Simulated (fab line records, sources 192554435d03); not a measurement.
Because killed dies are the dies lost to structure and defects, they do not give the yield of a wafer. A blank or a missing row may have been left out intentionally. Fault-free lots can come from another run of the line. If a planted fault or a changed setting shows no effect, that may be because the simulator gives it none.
8D (eight disciplines) problem report, filled in by code / flow n5-finfet / the parts of the form that need people (team, actions taken, sign-off) are left out

## 1. THE ISSUE
At N5_BEOL_M0_SAQP_COAT_105, spin-speed-rpm averages 1372.5 rpm over 9 wafers from 3 lots, while fault-free wafers read 1500.0 rpm, standard deviation 1.1. That is -99 or more standard deviations from the usual mean.
The step: time 60 s, resist thk 100 nm.
The first sign was on wafer L107.1 at day 7 21:12, on litho-track-01. The record has a number at this step for 21 wafers belonging to 7 lots. The rule behind "out" and "out of limits": a value lying over 4 standard deviations away from the usual mean. The rest of the wafers with a number are treated as sound.

## 2. WHAT IT IS, WHAT IT ISN'T
question=which readings at this step | is=spin-speed-rpm | is not=plate-temp-C
question=which lots | is=L107, L108, L109 | is not=L106, L115, L118, L119
question=which wafers of those lots | is=all that have a number | is not=-
question=read on which tools | is=litho-track-01 | is not=litho-track-02
question=when | is=from day 7 21:12 | is not=up to then (3 sound wafers); but 9 sound wafers of L115, L118, L119 came after

## 3. SUSPECTS, AND WHAT RULES EACH OUT
Counting: a tool at a process step up to the reading stays a suspect if it ran every lot that is out and no sound lot after the first of them.
- rie-si-06 at N5_BEOL_M0_SAQP_MANDREL1_REMOVE_100 (chemistry HBr/Cl2/O2, target a-Si, stops on SiNx, bt time 10 s): ruled out as a lasting fault. Sound lots L115, L118 ran on it after its first lot that is out, L107 (day 7 20:27).
- rie-si-02 at N5_BEOL_M0_SAQP_ETCH_102 (etches SiO2 in CF4, target depth 4 nm, time 4.4 s): ruled out as a lasting fault. Sound lots L119 ran on it after its first lot that is out, L107 (day 7 20:42).
- rie-si-02 at N5_BEOL_M0_SAQP_MANDREL_ETCH_103 (etches a-Si in HBr/Cl2, stops on SiCN, target depth 45 nm, bt time 10 s, time 27 s): ruled out as a lasting fault. Sound lots L119 ran on it after its first lot that is out, L107 (day 7 20:44).
- litho-track-01 at N5_BEOL_M0_SAQP_COAT_105 (time 60 s, resist thk 100 nm): kept. Every lot that is out went through it, starting with L107 (day 7 21:12), and after that it ran no sound lot; the last sound lot it ran before then is L106 (day 7 11:10). Out on those wafers are its own readings of spin-speed-rpm.
After counting, what remains is litho-track-01 at N5_BEOL_M0_SAQP_COAT_105.

## 4. THE CAUSE (what the simulator had put in)
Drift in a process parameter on litho-track-01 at N5_BEOL_M0_SAQP_COAT_105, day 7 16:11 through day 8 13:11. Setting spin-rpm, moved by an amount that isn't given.
After counting, this tool was the only one left.

## 5. THE CHAIN OF EFFECTS, in route order
Each row: a reading where the mean over the struck wafers with a number is more than 3 standard deviations away from the usual. Only readings whose record carries a usual standard deviation are examined. hours: median over the lots of the time between each lot's start at the first step of this table that gives one and its start at this step. sigmas: the change, counted in usual standard deviations.
hours=0; step=N5_BEOL_M0_SAQP_COAT_105; reading=spin-speed-rpm; usual=1500.0 rpm; on struck wafers=1372.5; change=-127.5; sigmas=-99 or more
It contains these process steps:
- N5_BEOL_M0_SAQP_COAT_105: time 60 s, resist thk 100 nm.
Later steps that measure or inspect, where all struck wafers having a row at the step show a number for every such reading and not one has moved that far: N5_BEOL_M4_RC_MEAS_101.

## 6. HOW IT WOULD HAVE BEEN CAUGHT EARLIER
First out-of-limits reading in this record: day 7 21:12, which is 5 hours after fault onset at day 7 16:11.
